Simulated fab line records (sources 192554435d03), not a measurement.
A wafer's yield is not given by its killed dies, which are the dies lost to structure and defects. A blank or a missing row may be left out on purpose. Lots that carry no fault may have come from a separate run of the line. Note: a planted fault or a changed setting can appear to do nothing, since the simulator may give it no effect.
One fault through the eyes of 2 desks :: flow n5_finfet :: numbers are kept per desk, each desk with only its own; the story behind them comes last

THE METROLOGY DESK
Lot by lot, what the gauges showed, no matter which tool ran the lot: averages of those sampled wafers that carry a number. A lot is out of limits, marked OUT, if its mean lies more than 4 standard deviations from the usual mean; the brackets give that distance. Shown here are 7 of its 11 readings, the ones lying furthest out on some lot.
Columns: A = DIBL_N at N5_BEOL_M4_RC_MEAS_101, usual 36.1 mV/V; B = DIBL_P at N5_BEOL_M4_RC_MEAS_101, usual 36.6 mV/V; C = IOFF_P at N5_BEOL_M4_RC_MEAS_101, usual 0.210 nA/um; D = ION_N at N5_BEOL_M4_RC_MEAS_101, usual 677 uA/um; E = ION_P at N5_BEOL_M4_RC_MEAS_101, usual 464 uA/um; F = SS_P at N5_BEOL_M4_RC_MEAS_101, usual 73.3 mV/dec; G = VT_N at N5_BEOL_M4_RC_MEAS_101, usual 249.1 mV
lot: L780
first seen here: day 1 15:00
A: 36.9
B: 36.2
C: 0.189
D: 677
E: 465
F: 73.6
G: 250.3

lot: L784
first seen here: day 2 15:03
A: 34.6
B: 35.1
C: 0.190
D: 669
E: 461
F: 72.9
G: 250.8

lot: L785
first seen here: day 2 21:07
A: 35.9
B: 36.4
C: 0.214
D: 674
E: 471
F: 73.2
G: 250.5

lot: L786
first seen here: day 3 03:52
A: 37.9
B: 38.6
C: 0.204
D: 681
E: 459
F: 74.0
G: 249.9

lot: L788
first seen here: day 3 15:17
A: 34.7
B: 36.4
C: 0.210
D: 678
E: 463
F: 72.8
G: 249.9

lot: L789
first seen here: day 3 21:04
A: 37.1
B: 35.9
C: 0.180
D: 669
E: 460
F: 73.0
G: 251.5

lot: L791
first seen here: day 4 08:50
A: 33.6
B: 33.7
C: 0.172
D: 663
E: 455
F: 72.3
G: 253.5

lot: L792
first seen here: day 4 14:46
A: 37.4
B: 37.1
C: 0.197
D: 676
E: 453
F: 73.6
G: 247.2

lot: L796
first seen here: day 5 16:31
A: 37.2
B: 38.5
C: 0.228
D: 688
E: 466
F: 73.6
G: 248.2
Finding of this desk: none of the 9 lots has anything out of limits.

DESK OF THE TOOL OWNER: litho_track-04
The tool's own readings at N5_WELL_APT_COAT_02 (resist thk 950 nm): means of the sampled wafers that have a number, for each lot that ran on this tool. A lot is out of limits, marked OUT, if its mean lies more than 4 standard deviations from the usual mean; the brackets give that distance.
Columns: A = dispense_pressure_kPa at N5_WELL_APT_COAT_02, usual 45.6 kPa; B = spin_speed_rpm at N5_WELL_APT_COAT_02, usual 1356.9 rpm
lot: L780
first seen here: day 1 13:26
A: 47.6
B: 1357.0

lot: L786
first seen here: day 3 01:17
A: 47.6
B: 1356.8

lot: L788
first seen here: day 3 13:37
A: 47.6
B: 1402.9 (+53) OUT

lot: L791
first seen here: day 4 07:25
A: 47.6
B: 1402.2 (+52) OUT
Finding of this desk: L788, L791 out of limits; the first was L788 at day 3 13:37, on spin_speed_rpm at N5_WELL_APT_COAT_02. L780, L786 stayed within limits.

BROUGHT TOGETHER
The tool owner's desk had the chance to raise an alarm at day 3 13:37 on L788, L791.
Nothing out of limits was seen by the metrology desk.
The metrology desk holds a record of L788, L791, inside its limits.
N5_WELL_APT_COAT_02 was run on litho_track-04 by each of the lots named.

WHAT THE SIMULATOR HAD PUT IN
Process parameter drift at N5_WELL_APT_COAT_02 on litho_track-04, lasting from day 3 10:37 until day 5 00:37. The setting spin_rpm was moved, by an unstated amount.
Struck lots among those shown: L788, L791.
Each desk's first reading out of limits, in hours after the fault started: the tool owner's desk, 3.
